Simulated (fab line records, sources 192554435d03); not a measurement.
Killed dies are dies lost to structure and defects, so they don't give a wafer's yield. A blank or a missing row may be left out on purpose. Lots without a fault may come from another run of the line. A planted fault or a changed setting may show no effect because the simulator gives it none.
A struck lot beside a sound one | flow n5_finfet | 14 steps out of a route of 1938
Sound: wafers L429.1, L429.2, L429.3. Struck: wafer L436.3. (L436.2, L436.6 of the same lot were not struck and are left out.) The cause comes at the end.
At each step with rows: each side's tool, then ch and its chambers, then its first start. Under that, the readings that differ: sound wafers | struck wafers | difference of the means | sigmas: that difference in standard deviations of wafers without a fault.
alike: readings whose means differ by less than 2 such deviations, and words and numbers that are the same on both sides. not compared: withheld readings, readings that some wafer has no value for, bounds like >300 that may hide the same value, and numbers for which the record gives no deviation and whose values overlap.
The two part at a step that has a row with sigmas, a row that says differs or no value, or rows on one side only. Numbers that don't overlap but have no deviation are shown without sigmas and don't part them. A reading that every wafer of one side lacks parts them only if that side has two wafers or more.

first, 5 steps without rows for these wafers: N5_BEOL_M11_EBR_24; N5_BEOL_M11_SOFTBAKE_23 (time 60 s); N5_BEOL_M11_EXPOSE_25 (exposes mask V10); N5_BEOL_M11_PEB_26 (peb time 60 s); N5_BEOL_M11_DEVELOP_27 (develop time 30 s).
N5_BEOL_M11_CD_MEAS_28: target cd 70 nm.
  sound on cd_sem-01 ch 0, day 13 12:22; struck on cd_sem-03 ch 0, day 14 18:55
  reading    | sound          | struck | difference | sigmas
  cd_nm (nm) | 69.6 69.7 69.8 | 71.4   | +1.7       | +2
N5_BEOL_M11_OVL_MEAS_29:
  sound on overlay-02 ch 0, day 13 12:23; struck on overlay-02 ch 0, day 14 18:56
  alike: V10_OVL
N5_BEOL_M11_INSPECT_30: inspects for defects (brightfield).
  sound on defect_inspect-02, day 13 12:25; struck on defect_inspect-02, day 14 18:58
  alike: raw_defect_count
N5_BEOL_M11_DESCUM_33: chemistry O2, time 7.9 s.
  sound on rie_diel-02 ch 0,1,3, day 13 12:27; struck on rie_diel-06 ch 0, day 14 19:00
  reading                | sound     | struck | difference | sigmas
  rf_hours_counter_h (h) | 66 126 97 | 9      | -87        |
  alike: drypump_motor_current_A, oes_product_au, rf_vpp_V, showerhead_plenum_p_Torr, throttle_valve_pct
N5_BEOL_M11_ETCH_65: etches SiARC in CF4, target depth 39 nm, time 65 s.
  sound on rie_diel-02 ch 0,1,3, day 13 12:29; struck on rie_diel-06 ch 0, day 14 19:02
  reading                | sound          | struck | difference | sigmas
  oes_product_au (a.u.)  | 0.70 0.66 0.68 | 0.82   | +0.14      | +2
  rf_hours_counter_h (h) | 66 126 97      | 9      | -87        |
  alike: drypump_motor_current_A, etch_rf_on_time_s, rf_vpp_V, showerhead_plenum_p_Torr, throttle_valve_pct
N5_BEOL_M11_ETCH_66: etches SOC in N2/H2, target depth 120 nm, overetch 24 nm, time 180 s.
  sound on rie_diel-02 ch 0,1,3, day 13 12:32; struck on rie_diel-06 ch 0, day 14 19:05
  reading                | sound          | struck | difference | sigmas
  oes_product_au (a.u.)  | 0.67 0.63 0.63 | 0.77   | +0.13      | +2
  rf_hours_counter_h (h) | 66 126 97      | 9      | -87        |
  alike: drypump_motor_current_A, rf_vpp_V, showerhead_plenum_p_Torr, throttle_valve_pct
then, 1 step without rows for these wafers: N5_BEOL_M11_STRIP_69 (strips in N2/H2).
N5_BEOL_M11_VIA_ETCH_34: etches SiCOH lowk in C4F6/O2, target depth 184.5 nm, time 69.2 s.
  sound on rie_diel-02 ch 0,1,3, day 13 12:40; struck on rie_diel-06 ch 0, day 14 19:13
  reading                                   | sound             | struck | difference | sigmas
  oes_product_au (a.u.)                     | 0.83 0.78 0.79    | 1.16   | +0.36      | +5
  rf_hours_counter_h (h)                    | 66 126 97         | 9      | -87        |
  model.etch.depth_nm (nm)                  | 186.2 182.9 186.2 | 250.5  | +65.4      |
  model.SOC_of_BEOL_M11_COAT_63.thk_nm (nm) | 92 92.4 92.4      | 89     | -3         |
  alike: drypump_motor_current_A, rf_vpp_V, showerhead_plenum_p_Torr, throttle_valve_pct
then, 1 step without rows for these wafers: N5_BEOL_M11_STRIP_73 (strips in C4F6/O2).

WHERE THEY PART
First at N5_BEOL_M11_CD_MEAS_28; last, within this record, at N5_BEOL_M11_VIA_ETCH_34.

WHY: what the simulator had put in
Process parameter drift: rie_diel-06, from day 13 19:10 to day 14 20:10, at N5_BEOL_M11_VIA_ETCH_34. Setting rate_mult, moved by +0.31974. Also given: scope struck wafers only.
